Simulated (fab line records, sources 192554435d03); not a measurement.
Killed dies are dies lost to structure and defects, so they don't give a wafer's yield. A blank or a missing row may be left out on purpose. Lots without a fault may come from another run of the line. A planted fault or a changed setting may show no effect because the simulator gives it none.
A struck lot beside a sound one | flow n5_finfet | 13 steps out of a route of 1938
Sound: wafers L590.2, L590.4, L590.6. Struck: wafers L591.1, L591.3, L591.5. The cause comes at the end.
At each step with rows: each side's tool, then ch and its chambers, then its first start. Under that, the readings that differ: sound wafers | struck wafers | difference of the means | sigmas: that difference in standard deviations of wafers without a fault.
alike: readings whose means differ by less than 2 such deviations, and words and numbers that are the same on both sides. not compared: withheld readings, readings that some wafer has no value for, bounds like >300 that may hide the same value, and numbers for which the record gives no deviation and whose values overlap.
The two part at a step that has a row with sigmas, a row that says differs or no value, or rows on one side only. Numbers that don't overlap but have no deviation are shown without sigmas and don't part them. A reading that every wafer of one side lacks parts them only if that side has two wafers or more.

first, 2 steps without rows for these wafers: N5_BEOL_M5_CVD_47 (deposits Co from CCTBA/H2, target thk 3 nm, time 216 s); N5_BEOL_M5_SPUTTER_48 (material Cu, target thk 15 nm, time 27.62 s).
N5_BEOL_M5_ANNEAL_49: time 1800 s.
  sound on pvd_sputter-03, day 10 00:34; struck on pvd_sputter-02, day 9 23:39
  alike: heater_power_w
then, 1 step without rows for these wafers: N5_BEOL_M5_SPUTTER_81 (material Cu, target thk 15 nm, time 27.62 s).
N5_BEOL_M5_ANNEAL_82: time 1800 s.
  sound on pvd_sputter-03, day 10 01:39; struck on pvd_sputter-02, day 10 00:44
  alike: heater_power_w
then, 1 step without rows for these wafers: N5_BEOL_M5_SPUTTER_83 (material Cu, target thk 15 nm, time 27.62 s).
N5_BEOL_M5_ANNEAL_84: time 1800 s.
  sound on pvd_sputter-03, day 10 02:44; struck on pvd_sputter-02, day 10 01:49
  alike: heater_power_w
then, 1 step without rows for these wafers: N5_BEOL_M5_SPUTTER_88 (material Cu, target thk 15 nm, time 27.62 s).
N5_BEOL_M5_ANNEAL_89: time 1800 s.
  sound on pvd_sputter-03, day 10 03:49; struck on pvd_sputter-02, day 10 02:55
  alike: heater_power_w
then, 2 steps without rows for these wafers: N5_BEOL_M5_SPUTTER_90 (material Cu, target thk 4.5 nm, time 8.29 s); N5_BEOL_M5_ECD_50 (material Cu, target thk 300 nm).
N5_BEOL_M5_ANNEAL_51: time 90 s.
  sound on rtp_anneal-02 ch 0, day 10 05:04; struck on rtp_anneal-02 ch 0, day 10 04:07
  alike: anneal_temp_c_max, wafer_temp_C_max
N5_BEOL_M5_CMP_52: polishes, stops on SiCOH lowk, t overpolish 6.9 s, target thk 62 nm.
  sound on cmp-03 ch 1,2, day 10 05:22; struck on cmp-02 ch 0,1,3, day 10 04:35
  reading                      | sound             | struck            | difference | sigmas
  barrier_field_endpoint_s (s) | 25.0 26.2 25.5    | 23.4 23.1 23.1    | -2.4       | -4
  platen_rpm (rpm)             | 49.98 49.98 49.92 | 51.94 51.99 51.96 | +2.00      | +54
  time_to_endpoint_s (s)       | 65.9 64.4 64.5    | 59.6 57.1 56.7    | -7.1       | -3
  alike: motor_current_A, overpolish_run_s

WHERE THEY PART
Only at N5_BEOL_M5_CMP_52, within this record.

WHY: what the simulator had put in
Process parameter drift: cmp-02, from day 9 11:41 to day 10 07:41, at N5_BEOL_M5_CMP_52. Setting platen_rpm, moved by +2, from 50. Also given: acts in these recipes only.
